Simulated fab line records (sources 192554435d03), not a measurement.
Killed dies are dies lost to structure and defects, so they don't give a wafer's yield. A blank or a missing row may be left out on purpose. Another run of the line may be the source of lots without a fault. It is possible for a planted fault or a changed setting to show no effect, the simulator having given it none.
What tool caused it? | flow n5-finfet | 6 lots, 18 wafers sampled, at 2 steps of a route of 1938

== WHAT THE GAUGES READ, wafer by wafer ==
N5_BEOL_M7_CD_MEAS_11: the cd target is 38.5 nm.
lot  | measured     | on        | cd-nm (nm)
L512 | day 9 11:25  | cd-sem-02 | 38.9 38.3 38.3
L514 | day 9 23:13  | cd-sem-03 | 38.5 39.1 39.0
L518 | day 10 14:17 | cd-sem-01 | 38.2 38.5 38.4
L526 | day 13 07:05 | cd-sem-03 | 39.3 38.7 38.1
L530 | day 14 00:15 | cd-sem-03 | 39.1 39.1 38.7
L532 | day 14 17:08 | cd-sem-02 | 38.3 37.9 37.8

== TOOL THAT RAN EACH LOT (tool first, then ch and the chambers of the sampled wafers, then the start) ==
lot  | N5_BEOL_M7_HM_DEP_02
L512 | pvd-sputter-03, day 9 10:56
L514 | pvd-sputter-01, day 9 22:43
L518 | pvd-sputter-01, day 10 13:47
L526 | pvd-sputter-02, day 13 06:35
L530 | pvd-sputter-03, day 13 23:44
L532 | pvd-sputter-01, day 14 16:38
- N5_BEOL_M7_HM_DEP_02: deposits TiN, target thk 20 nm.

== THE ANSWER, worked out from the rows above alone ==
Rule: the usual values come from the lots themselves. The widest of any qualifying gaps counts: lots, ordered by their means at a reading, are off when they make up no more than a third of the lots, leave a main group of 4 or more, and stand apart from it by 3 or more times the standard deviation of that group's means. The tables above print the reading to a certain number of digits; a main group whose means all agree to those digits is not used. A lot without any number at a reading at which 4 lots or more have one is off too. Where the step has rows for the other lots, those lots are counted as sound.
None of the lots is off at any reading shown; this tells nothing.

== WHAT HAD BEEN PUT IN BY THE SIMULATOR ==
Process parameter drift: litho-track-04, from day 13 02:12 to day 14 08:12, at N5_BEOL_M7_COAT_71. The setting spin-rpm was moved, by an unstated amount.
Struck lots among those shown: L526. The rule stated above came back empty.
